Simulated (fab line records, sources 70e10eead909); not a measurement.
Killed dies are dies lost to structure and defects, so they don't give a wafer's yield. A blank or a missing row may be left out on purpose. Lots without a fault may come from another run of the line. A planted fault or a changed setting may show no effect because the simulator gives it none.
Which tool did it? | flow nand_harc | 13 lots, 39 wafers sampled, at 5 steps of a route of 1302

WHAT THE GAUGES READ, wafer by wafer
NHARC_A_SLIT_CD_MEAS_09: target cd 300 nm. Usual: cd_nm 299.6 nm, standard deviation 0.6.
lot  | measured     | on        | cd_nm (nm)        | flag
L816 | day 20 04:40 | cd_sem-03 | 300.5 300.1 300.0 |
L817 | day 20 12:15 | cd_sem-02 | 299.8 299.8 300.3 |
L818 | day 20 22:26 | cd_sem-02 | 300.1 300.2 299.9 |
L819 | day 21 10:10 | cd_sem-03 | 298.1 299.7 298.5 |
L824 | day 23 07:49 | cd_sem-03 | 298.9 299.5 298.7 |
L826 | day 24 03:41 | cd_sem-03 | 300.9 299.6 300.5 |
L827 | day 24 04:41 | cd_sem-01 | 299.7 298.2 299.9 |
L825 | day 24 05:29 | cd_sem-03 | 298.6 299.6 299.2 |
L835 | day 27 10:56 | cd_sem-01 | 299.4 298.8 300.2 |
L837 | day 28 05:44 | cd_sem-03 | 299.1 299.8 299.4 |
L838 | day 28 06:01 | cd_sem-03 | 299.1 299.2 298.4 |
L836 | day 28 16:57 | cd_sem-02 | 300.0 300.0 299.9 |
L839 | day 29 07:57 | cd_sem-02 | 299.4 299.9 299.8 |

NHARC_A_SLIT_CD_MEAS_21. Usual: cd_nm 290.0 nm, standard deviation 1.
lot  | measured     | on        | cd_nm (nm)        | flag
L816 | day 20 11:10 | cd_sem-03 | 290.8 289.2 290.1 |
L817 | day 20 22:27 | cd_sem-03 | 288.9 290.3 290.3 |
L818 | day 21 05:13 | cd_sem-03 | 291.1 289.4 290.2 |
L819 | day 21 16:35 | cd_sem-01 | 291.2 289.0 289.0 |
L824 | day 23 14:18 | cd_sem-02 | 289.3 289.2 289.3 |
L826 | day 24 10:14 | cd_sem-02 | 289.7 291.9 291.0 |
L827 | day 24 11:16 | cd_sem-03 | 289.3 290.1 290.0 |
L825 | day 24 14:07 | cd_sem-02 | 290.6 291.8 289.6 |
L835 | day 27 17:31 | cd_sem-01 | 289.1 290.2 288.8 |
L837 | day 28 12:36 | cd_sem-01 | 289.0 291.5 291.0 |
L838 | day 28 12:34 | cd_sem-03 | 291.4 289.6 287.2 |
L836 | day 28 23:31 | cd_sem-02 | 291.0 290.3 291.5 |
L839 | day 29 14:28 | cd_sem-03 | 290.2 289.9 289.6 |

NHARC_END_SORT_01. Usual: killed_at_array 59, standard deviation 17; killed_at_other 0.9, standard deviation 1.6; killed_at_periphery 3.7, standard deviation 2.3; killed_dies 64, standard deviation 17; killed_open 3.3, standard deviation 1.8; killed_short 2.4, standard deviation 1.6.
lot  | measured     | on        | killed_at_array | killed_at_other | killed_at_periphery | killed_dies | killed_open | killed_short | flag
L817 | day 25 13:22 | prober-02 | 43 36 49        | 0 0 0           | 3 3 2               | 46 39 51    | 4 3 3       | 1 1 1        |
L827 | day 29 05:31 | prober-02 | 74 98 84        | 1 1 2           | 0 3 0               | 75 102 86   | 3 3 3       | 2 5 8        |

WHICH TOOL RAN EACH LOT (tool, then ch and the chambers of the sampled wafers, then the start)
lot  | NHARC_A_SLIT_DESCUM_14             | NHARC_A_WL_FILL_ALD_00
L816 | rie_diel-05 ch 0,1,3, day 20 04:52 | ald_hk-02 ch 0,2,3, day 20 17:56
L817 | rie_diel-02 ch 0,1,2, day 20 12:27 | ald_hk-04 ch 0,1,3, day 21 07:22
L818 | rie_diel-05 ch 0,1,3, day 20 22:37 | ald_hk-03 ch 1,2,3, day 21 11:55
L819 | rie_diel-13 ch 0,1,2, day 21 10:22 | ald_hk-04 ch 0,1,3, day 21 23:22
L824 | rie_diel-05 ch 0,2,3, day 23 08:01 | ald_hk-04 ch 1,2,3, day 23 20:59
L826 | rie_diel-02 ch 1,2,3, day 24 03:53 | ald_hk-03 ch 1,2,3, day 24 16:51
L827 | rie_diel-05 ch 0,3, day 24 04:52   | ald_hk-04 ch 1,2,3, day 24 16:52
L825 | rie_diel-13 ch 1,2,3, day 24 05:41 | ald_hk-04 ch 0,1,2, day 24 20:52
L835 | rie_diel-02 ch 0,1, day 27 11:08   | ald_hk-04 ch 0,1,2, day 28 00:22
L837 | rie_diel-02 ch 0,1,2, day 28 05:55 | ald_hk-03 ch 1,2,3, day 28 19:19
L838 | rie_diel-13 ch 0,2,3, day 28 06:14 | ald_hk-04 ch 0,1,2, day 28 19:19
L836 | rie_diel-02 ch 1,3, day 28 17:08   | ald_hk-02 ch 0,1, day 29 06:11
L839 | rie_diel-13 ch 1,3, day 29 08:08   | ald_hk-03 ch 0,1,2, day 29 21:14
- NHARC_A_SLIT_DESCUM_14: chemistry O2, time 3 s.
- NHARC_A_WL_FILL_ALD_00: deposits Al2O3, target thk 3 nm, pulse time 3 s, ald cycles 30.

WHAT THE TOOLS THEMSELVES READ (means of the sampled wafers that have a number; where no wafer has one, the mark that the record gives instead)
NHARC_A_SLIT_DESCUM_14. Usual: drypump_motor_current_A 5.9 A, standard deviation 0.52; oes_product_au 1.005 a.u., standard deviation 0.016; rf_vpp_V 57.8 V, standard deviation 0.9; showerhead_plenum_p_Torr 1.93 Torr, standard deviation 0.083; throttle_valve_pct 11.311 %, standard deviation 0.0083.
lot  | tool        | drypump_motor_current_A (A) | oes_product_au (a.u.) | rf_vpp_V (V) | showerhead_plenum_p_Torr (Torr) | throttle_valve_pct (%) | flag
L816 | rie_diel-05 | 5.9                         | 1.013                 | 58.3         | 1.99                            | 11.312                 |
L817 | rie_diel-02 | 5.8                         | 0.999                 | 57.3         | 1.90                            | 11.309                 |
L818 | rie_diel-05 | 5.9                         | 1.012                 | 58.9         | 1.99                            | 11.313                 |
L819 | rie_diel-13 | 5.9                         | 1.019                 | 58.2         | 1.97                            | 11.306                 |
L824 | rie_diel-05 | 6.0                         | 1.016                 | 57.8         | 2.01                            | 11.312                 |
L826 | rie_diel-02 | 5.5                         | 1.004                 | 58.1         | 1.90                            | 11.328                 |
L827 | rie_diel-05 | 5.8                         | 1.022                 | 58.1         | 1.99                            | 11.311                 |
L825 | rie_diel-13 | 6.1                         | 0.997                 | 57.4         | 1.91                            | 11.315                 |
L835 | rie_diel-02 | 5.5                         | 0.989                 | 57.3         | 1.83                            | 11.310                 |
L837 | rie_diel-02 | 5.8                         | 0.998                 | 57.6         | 1.90                            | 11.307                 |
L838 | rie_diel-13 | 6.1                         | 1.006                 | 57.2         | 1.95                            | 11.307                 |
L836 | rie_diel-02 | 5.4                         | 0.998                 | 56.9         | 1.85                            | 11.312                 |
L839 | rie_diel-13 | 6.2                         | 0.989                 | 57.1         | 1.88                            | 11.310                 |

NHARC_A_WL_FILL_ALD_00. Usual: heater_power_w 469 W, standard deviation 47; precursor_pulse_height_rel 0.998, standard deviation 0.018.
lot  | tool      | heater_power_w (W) | precursor_pulse_height_rel | flag
L816 | ald_hk-02 | 490                | 0.997                      |
L817 | ald_hk-04 | 431                | 1.002                      |
L818 | ald_hk-03 | 478                | 1.012                      |
L819 | ald_hk-04 | 438                | 1.001                      |
L824 | ald_hk-04 | 470                | 1.000                      |
L826 | ald_hk-03 | 490                | 1.001                      |
L827 | ald_hk-04 | 475                | 0.984                      |
L825 | ald_hk-04 | 457                | 1.019                      |
L835 | ald_hk-04 | 459                | 0.983                      |
L837 | ald_hk-03 | 471                | 1.000                      |
L838 | ald_hk-04 | 453                | 1.003                      |
L836 | ald_hk-02 | 500                | 0.974                      |
L839 | ald_hk-03 | 466                | 0.983                      |

THE ANSWER, worked out from the rows above alone
Rule: a lot is off if the mean of its wafers that have a number lies more than 3 standard deviations from the usual mean. A lot without any number at a reading at which 4 lots or more have one is off too. The other lots that the step has rows for count as sound. The gauges are gone through in route order, then the tools' own readings, and for those a lot's mean is taken as printed above. The first step at which some lot is off is used, and at that step the reading that is off furthest; a lot without a number counts as furthest.
No lot is off at any reading shown: from this, nothing can be told.

WHAT THE SIMULATOR HAD PUT IN
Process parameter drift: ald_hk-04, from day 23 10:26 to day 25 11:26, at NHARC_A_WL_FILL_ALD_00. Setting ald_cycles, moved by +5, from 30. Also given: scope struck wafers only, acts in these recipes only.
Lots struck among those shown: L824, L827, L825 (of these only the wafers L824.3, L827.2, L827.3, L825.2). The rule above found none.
